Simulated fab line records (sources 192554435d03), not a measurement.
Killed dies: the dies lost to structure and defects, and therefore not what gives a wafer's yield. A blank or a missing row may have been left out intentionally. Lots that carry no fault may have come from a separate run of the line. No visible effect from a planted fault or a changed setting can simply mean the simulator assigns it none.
What tool caused it? / flow n5Finfet / 27 wafers from 9 lots sampled at 5 of the route's 1938 steps

== WHAT THE GAUGES SHOWED, per wafer ==
N5_BEOL_M4_RC_MEAS_101. Usual: DIBL_N 36.3 mV/V, standard deviation 1.4; DIBL_P 35.7 mV/V, standard deviation 1.5; IOFF_N 0.155 nA/um, standard deviation 0.022; IOFF_P 0.204 nA/um, standard deviation 0.027; ION_N 671 uA/um, standard deviation 9; ION_P 459 uA/um, standard deviation 6.2; SS_N 71.5 mV/dec, standard deviation 0.54; SS_P 73.1 mV/dec, standard deviation 0.56; VT_N 250.2 mV, standard deviation 2.6; VT_P -251 mV, standard deviation 3.3.
lot=L421; measured=day 9 00:10; on=prober-01; DIBL_N (mV/V)=37.8 35.7 36.8; DIBL_P (mV/V)=37.2 35.6 37.0; IOFF_N (nA/um)=0.193 0.148 0.185; IOFF_P (nA/um)=0.243 0.210 0.239; ION_N (uA/um)=674 670 691; ION_P (uA/um)=465 464 470; SS_N (mV/dec)=71.1 70.6 71.4; SS_P (mV/dec)=74.0 73.3 73.5; VT_N (mV)=246.9 250.1 247.2; VT_P (mV)=-246 -248 -246; flag=
lot=L422; measured=day 9 17:58; on=prober-01; DIBL_N (mV/V)=39.1 38.6 38.9; DIBL_P (mV/V)=38.6 37.1 37.1; IOFF_N (nA/um)=0.197 0.182 0.195; IOFF_P (nA/um)=0.257 0.242 0.238; ION_N (uA/um)=682 665 678; ION_P (uA/um)=466 454 458; SS_N (mV/dec)=72.3 71.6 73.4; SS_P (mV/dec)=73.6 74.0 73.4; VT_N (mV)=247.3 248.6 250.4; VT_P (mV)=-245 -246 -249; flag=
lot=L425; measured=day 10 16:14; on=prober-01; DIBL_N (mV/V)=34.8 36.0 36.4; DIBL_P (mV/V)=33.3 35.0 35.6; IOFF_N (nA/um)=0.128 0.153 0.152; IOFF_P (nA/um)=0.189 0.218 0.225; ION_N (uA/um)=669 679 662; ION_P (uA/um)=468 465 464; SS_N (mV/dec)=72.3 71.9 71.5; SS_P (mV/dec)=73.1 72.9 72.9; VT_N (mV)=252.8 248.1 250.0; VT_P (mV)=-247 -248 -247; flag=
lot=L428; measured=day 11 16:56; on=prober-01; DIBL_N (mV/V)=35.5 35.8 34.5; DIBL_P (mV/V)=37.0 36.9 36.1; IOFF_N (nA/um)=0.149 0.160 0.144; IOFF_P (nA/um)=0.189 0.193 0.182; ION_N (uA/um)=677 672 668; ION_P (uA/um)=458 457 454; SS_N (mV/dec)=71.5 71.5 71.3; SS_P (mV/dec)=73.8 72.9 73.4; VT_N (mV)=249.4 250.1 250.6; VT_P (mV)=-251 -254 -250; flag=
lot=L429; measured=day 11 07:46; on=prober-01; DIBL_N (mV/V)=35.8 36.0 36.3; DIBL_P (mV/V)=33.7 34.3 33.9; IOFF_N (nA/um)=0.151 0.158 0.159; IOFF_P (nA/um)=0.171 0.180 0.179; ION_N (uA/um)=668 682 673; ION_P (uA/um)=451 462 457; SS_N (mV/dec)=72.0 70.8 71.1; SS_P (mV/dec)=73.8 73.5 74.0; VT_N (mV)=252.2 250.4 250.6; VT_P (mV)=-260 -255 -255; flag=
lot=L430; measured=day 11 13:34; on=prober-01; DIBL_N (mV/V)=36.8 36.0 35.6; DIBL_P (mV/V)=34.0 33.6 33.8; IOFF_N (nA/um)=0.151 0.138 0.136; IOFF_P (nA/um)=0.169 0.161 0.166; ION_N (uA/um)=666 667 671; ION_P (uA/um)=454 451 457; SS_N (mV/dec)=71.4 71.5 71.4; SS_P (mV/dec)=72.9 72.5 73.1; VT_N (mV)=248.8 253.7 252.2; VT_P (mV)=-257 -254 -256; flag=
lot=L432; measured=day 11 22:47; on=prober-01; DIBL_N (mV/V)=34.9 36.1 35.9; DIBL_P (mV/V)=35.8 37.2 37.0; IOFF_N (nA/um)=0.145 0.155 0.153; IOFF_P (nA/um)=0.190 0.208 0.198; ION_N (uA/um)=661 665 667; ION_P (uA/um)=450 454 455; SS_N (mV/dec)=70.1 71.3 72.1; SS_P (mV/dec)=73.0 73.4 73.4; VT_N (mV)=249.7 249.4 251.5; VT_P (mV)=-254 -252 -255; flag=
lot=L435; measured=day 12 20:58; on=prober-02; DIBL_N (mV/V)=36.2 36.3 35.9; DIBL_P (mV/V)=36.8 36.8 36.0; IOFF_N (nA/um)=0.153 0.158 0.143; IOFF_P (nA/um)=0.207 0.213 0.194; ION_N (uA/um)=675 671 663; ION_P (uA/um)=466 460 457; SS_N (mV/dec)=71.5 71.3 71.1; SS_P (mV/dec)=72.7 73.0 72.4; VT_N (mV)=250.7 251.5 253.7; VT_P (mV)=-250 -249 -251; flag=
lot=L437; measured=day 13 06:14; on=prober-02; DIBL_N (mV/V)=37.1 36.2 37.1; DIBL_P (mV/V)=36.6 35.7 37.5; IOFF_N (nA/um)=0.183 0.157 0.176; IOFF_P (nA/um)=0.232 0.210 0.248; ION_N (uA/um)=679 667 677; ION_P (uA/um)=465 458 468; SS_N (mV/dec)=71.5 71.2 71.0; SS_P (mV/dec)=72.9 72.2 73.3; VT_N (mV)=246.5 250.3 246.7; VT_P (mV)=-248 -249 -245; flag=

== EACH LOT AND THE TOOL THAT RAN IT (in order: tool; ch and the chambers of the sampled wafers; start) ==
lot=L421; N5_HKMG_FIN_ETCH_35=rieDiel-05 ch 0,1,2, day 5 11:59; N5_HKMG_FIN_NWFM_ALD_20=aldMetal-04 ch 1,3, day 5 13:43; N5_HKMG_FIN_ALD_71=aldMetal-04 ch 1,3, day 5 13:49; N5_HKMG_FIN_ALD_21=aldMetal-04 ch 1,2,3, day 5 14:58
lot=L422; N5_HKMG_FIN_ETCH_35=rieDiel-05 ch 1,2,3, day 5 21:25; N5_HKMG_FIN_NWFM_ALD_20=aldMetal-01 ch 0,2,3, day 5 23:04; N5_HKMG_FIN_ALD_71=aldMetal-01 ch 0,2,3, day 5 23:10; N5_HKMG_FIN_ALD_21=aldMetal-04 ch 1,2,3, day 6 00:22
lot=L425; N5_HKMG_FIN_ETCH_35=rieDiel-01 ch 0,1,3, day 6 12:25; N5_HKMG_FIN_NWFM_ALD_20=aldMetal-01 ch 0,1,2, day 6 14:04; N5_HKMG_FIN_ALD_71=aldMetal-01 ch 0,1,2, day 6 14:10; N5_HKMG_FIN_ALD_21=aldMetal-01 ch 0,2,3, day 6 15:20
lot=L428; N5_HKMG_FIN_ETCH_35=rieDiel-01 ch 0,2,3, day 7 11:33; N5_HKMG_FIN_NWFM_ALD_20=aldMetal-02 ch 1,3, day 7 13:15; N5_HKMG_FIN_ALD_71=aldMetal-02 ch 1,3, day 7 13:20; N5_HKMG_FIN_ALD_21=aldMetal-04 ch 0,1,2, day 7 14:28
lot=L429; N5_HKMG_FIN_ETCH_35=rieDiel-03 ch 0,2, day 7 16:39; N5_HKMG_FIN_NWFM_ALD_20=aldMetal-02 ch 0,2, day 7 18:19; N5_HKMG_FIN_ALD_71=aldMetal-02 ch 0,2, day 7 18:25; N5_HKMG_FIN_ALD_21=aldMetal-01 ch 0,2,3, day 7 19:30
lot=L430; N5_HKMG_FIN_ETCH_35=rieDiel-03 ch 0,3, day 7 18:49; N5_HKMG_FIN_NWFM_ALD_20=aldMetal-04 ch 0,2,3, day 7 20:29; N5_HKMG_FIN_ALD_71=aldMetal-04 ch 0,2,3, day 7 20:35; N5_HKMG_FIN_ALD_21=aldMetal-04 ch 0,2,3, day 7 21:40
lot=L432; N5_HKMG_FIN_ETCH_35=rieDiel-03 ch 1,2, day 8 05:28; N5_HKMG_FIN_NWFM_ALD_20=aldMetal-02 ch 0,3, day 8 07:31; N5_HKMG_FIN_ALD_71=aldMetal-02 ch 0,3, day 8 07:37; N5_HKMG_FIN_ALD_21=aldMetal-04 ch 0,1,3, day 8 08:43
lot=L435; N5_HKMG_FIN_ETCH_35=rieDiel-05 ch 0,1,3, day 9 00:20; N5_HKMG_FIN_NWFM_ALD_20=aldMetal-01 ch 0,1,3, day 9 02:01; N5_HKMG_FIN_ALD_71=aldMetal-01 ch 0,1,3, day 9 02:07; N5_HKMG_FIN_ALD_21=aldMetal-02 ch 0,2,3, day 9 03:12
lot=L437; N5_HKMG_FIN_ETCH_35=rieDiel-03 ch 0,1,3, day 9 12:29; N5_HKMG_FIN_NWFM_ALD_20=aldMetal-02 ch 0,1,3, day 9 14:09; N5_HKMG_FIN_ALD_71=aldMetal-02 ch 0,1,3, day 9 14:15; N5_HKMG_FIN_ALD_21=aldMetal-01 ch 0,1,3, day 9 15:20
- N5_HKMG_FIN_ETCH_35: etches SOC in N2/H2, target depth 215.8 nm, time 243.4 s.
- N5_HKMG_FIN_NWFM_ALD_20: deposits TiAlC, target thk 2 nm, pulse time 3 s, purge time 2 s.
- N5_HKMG_FIN_ALD_71: deposits TiN, target thk 1 nm, pulse time 1 s, purge time 3 s.
- N5_HKMG_FIN_ALD_21: deposits TiN, target thk 1.5 nm, pulse time 1 s, purge time 3 s.

== WHAT THE TOOLS THEMSELVES READ (means of the sampled wafers that have a number; where no wafer has one, the mark that the record gives instead) ==
N5_HKMG_FIN_ETCH_35. Usual: drypumpMotorCurrentA 5.8 A, standard deviation 0.49; oesProductAu 0.75 a.u., standard deviation 0.061; rfVppV 141.6 V, standard deviation 1.1; showerheadPlenumPTorr 2.57 Torr, standard deviation 0.084; throttleValvePct 17.83 %, standard deviation 0.24.
lot=L421; tool=rieDiel-05; drypumpMotorCurrentA (A)=5.9; oesProductAu (a.u.)=0.72; rfVppV (V)=142.4; showerheadPlenumPTorr (Torr)=2.56; throttleValvePct (%)=17.95; flag=
lot=L422; tool=rieDiel-05; drypumpMotorCurrentA (A)=6.0; oesProductAu (a.u.)=0.72; rfVppV (V)=140.2; showerheadPlenumPTorr (Torr)=2.53; throttleValvePct (%)=17.98; flag=
lot=L425; tool=rieDiel-01; drypumpMotorCurrentA (A)=5.6; oesProductAu (a.u.)=0.75; rfVppV (V)=141.8; showerheadPlenumPTorr (Torr)=2.58; throttleValvePct (%)=17.65; flag=
lot=L428; tool=rieDiel-01; drypumpMotorCurrentA (A)=5.3; oesProductAu (a.u.)=0.78; rfVppV (V)=142.1; showerheadPlenumPTorr (Torr)=2.67; throttleValvePct (%)=17.64; flag=
lot=L429; tool=rieDiel-03; drypumpMotorCurrentA (A)=6.5; oesProductAu (a.u.)=0.77; rfVppV (V)=142.9; showerheadPlenumPTorr (Torr)=2.58; throttleValvePct (%)=18.02; flag=
lot=L430; tool=rieDiel-03; drypumpMotorCurrentA (A)=6.3; oesProductAu (a.u.)=0.88; rfVppV (V)=140.0; showerheadPlenumPTorr (Torr)=2.47; throttleValvePct (%)=17.60; flag=
lot=L432; tool=rieDiel-03; drypumpMotorCurrentA (A)=6.0; oesProductAu (a.u.)=0.77; rfVppV (V)=142.2; showerheadPlenumPTorr (Torr)=2.65; throttleValvePct (%)=17.65; flag=
lot=L435; tool=rieDiel-05; drypumpMotorCurrentA (A)=5.6; oesProductAu (a.u.)=0.70; rfVppV (V)=142.1; showerheadPlenumPTorr (Torr)=2.55; throttleValvePct (%)=18.00; flag=
lot=L437; tool=rieDiel-03; drypumpMotorCurrentA (A)=6.1; oesProductAu (a.u.)=0.82; rfVppV (V)=141.5; showerheadPlenumPTorr (Torr)=2.53; throttleValvePct (%)=17.54; flag=

N5_HKMG_FIN_NWFM_ALD_20. Usual: heaterPowerW 517 W, standard deviation 45; precursorPulseHeightRel 1.000, standard deviation 0.019; susceptorTempC 300.01 C, standard deviation 0.21.
lot=L421; tool=aldMetal-04; heaterPowerW (W)=503; precursorPulseHeightRel=1.017; susceptorTempC (C)=300.05; flag=
lot=L422; tool=aldMetal-01; heaterPowerW (W)=500; precursorPulseHeightRel=0.994; susceptorTempC (C)=299.93; flag=
lot=L425; tool=aldMetal-01; heaterPowerW (W)=501; precursorPulseHeightRel=0.996; susceptorTempC (C)=299.98; flag=
lot=L428; tool=aldMetal-02; heaterPowerW (W)=500; precursorPulseHeightRel=1.007; susceptorTempC (C)=299.91; flag=
lot=L429; tool=aldMetal-02; heaterPowerW (W)=563; precursorPulseHeightRel=0.981; susceptorTempC (C)=300.24; flag=
lot=L430; tool=aldMetal-04; heaterPowerW (W)=500; precursorPulseHeightRel=1.003; susceptorTempC (C)=300.22; flag=
lot=L432; tool=aldMetal-02; heaterPowerW (W)=551; precursorPulseHeightRel=0.993; susceptorTempC (C)=300.16; flag=
lot=L435; tool=aldMetal-01; heaterPowerW (W)=525; precursorPulseHeightRel=0.991; susceptorTempC (C)=300.15; flag=
lot=L437; tool=aldMetal-02; heaterPowerW (W)=520; precursorPulseHeightRel=0.994; susceptorTempC (C)=299.98; flag=

N5_HKMG_FIN_ALD_71. Usual: heaterPowerW 925 W, standard deviation 79; precursorPulseHeightRel 0.999, standard deviation 0.02; susceptorTempC 399.99 C, standard deviation 0.23.
lot=L421; tool=aldMetal-04; heaterPowerW (W)=891; precursorPulseHeightRel=0.991; susceptorTempC (C)=399.81; flag=
lot=L422; tool=aldMetal-01; heaterPowerW (W)=906; precursorPulseHeightRel=0.999; susceptorTempC (C)=399.64; flag=
lot=L425; tool=aldMetal-01; heaterPowerW (W)=884; precursorPulseHeightRel=1.029; susceptorTempC (C)=400.14; flag=
lot=L428; tool=aldMetal-02; heaterPowerW (W)=907; precursorPulseHeightRel=1.003; susceptorTempC (C)=399.92; flag=
lot=L429; tool=aldMetal-02; heaterPowerW (W)=1000; precursorPulseHeightRel=0.992; susceptorTempC (C)=399.93; flag=
lot=L430; tool=aldMetal-04; heaterPowerW (W)=878; precursorPulseHeightRel=0.990; susceptorTempC (C)=399.99; flag=
lot=L432; tool=aldMetal-02; heaterPowerW (W)=985; precursorPulseHeightRel=1.010; susceptorTempC (C)=399.77; flag=
lot=L435; tool=aldMetal-01; heaterPowerW (W)=948; precursorPulseHeightRel=0.979; susceptorTempC (C)=400.05; flag=
lot=L437; tool=aldMetal-02; heaterPowerW (W)=944; precursorPulseHeightRel=1.000; susceptorTempC (C)=400.23; flag=

N5_HKMG_FIN_ALD_21. Usual: heaterPowerW 914 W, standard deviation 90; precursorPulseHeightRel 1.001, standard deviation 0.021; susceptorTempC 400.02 C, standard deviation 0.22.
lot=L421; tool=aldMetal-04; heaterPowerW (W)=951; precursorPulseHeightRel=1.004; susceptorTempC (C)=400.21; flag=
lot=L422; tool=aldMetal-04; heaterPowerW (W)=949; precursorPulseHeightRel=0.995; susceptorTempC (C)=399.96; flag=
lot=L425; tool=aldMetal-01; heaterPowerW (W)=906; precursorPulseHeightRel=1.018; susceptorTempC (C)=399.99; flag=
lot=L428; tool=aldMetal-04; heaterPowerW (W)=1008; precursorPulseHeightRel=1.002; susceptorTempC (C)=419.04; flag=OFF
lot=L429; tool=aldMetal-01; heaterPowerW (W)=893; precursorPulseHeightRel=0.998; susceptorTempC (C)=399.88; flag=
lot=L430; tool=aldMetal-04; heaterPowerW (W)=994; precursorPulseHeightRel=1.015; susceptorTempC (C)=418.93; flag=OFF
lot=L432; tool=aldMetal-04; heaterPowerW (W)=960; precursorPulseHeightRel=1.008; susceptorTempC (C)=418.96; flag=OFF
lot=L435; tool=aldMetal-02; heaterPowerW (W)=957; precursorPulseHeightRel=0.982; susceptorTempC (C)=400.01; flag=
lot=L437; tool=aldMetal-01; heaterPowerW (W)=944; precursorPulseHeightRel=0.996; susceptorTempC (C)=400.08; flag=

== THE ANSWER, worked out from the rows above alone ==
Rule: lot off if the mean of its wafers having a number is beyond 3 standard deviations from the usual mean. A lot without any number at a reading at which 4 lots or more have one is off too. Where the step has rows for the other lots, those lots are counted as sound. After the gauges, taken in route order, come the tools' own readings; for these a lot's mean is taken, as printed above. The first step at which some lot is off is used, and at that step the reading that is off furthest; a lot without a number counts as furthest.
Off: L428, L430, L432 (N5_HKMG_FIN_ALD_21, susceptorTempC).
If a tool, at that step or one of the process steps before it, ran each lot that is off and ran no sound lot following the first of them, it fits. One fits: N5_HKMG_FIN_ALD_21 on aldMetal-04. Its last sound lot is L422 (day 6 00:22), its first lot that is off L428 (day 7 14:28): a fault that began between those two fits.
On the lots that are off, the tool's own readings at N5_HKMG_FIN_ALD_21 differ by more than 5 times the standard deviation of the sound lots' means, which bears it out; susceptorTempC reads 418.98 C there versus 400.02 C on the sound lots.

== WHAT THE SIMULATOR HAD PUT IN ==
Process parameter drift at N5_HKMG_FIN_ALD_21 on aldMetal-04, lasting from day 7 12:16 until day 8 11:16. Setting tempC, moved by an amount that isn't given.
Struck lots among those shown: L430, L428, L432. The rule above found the same.
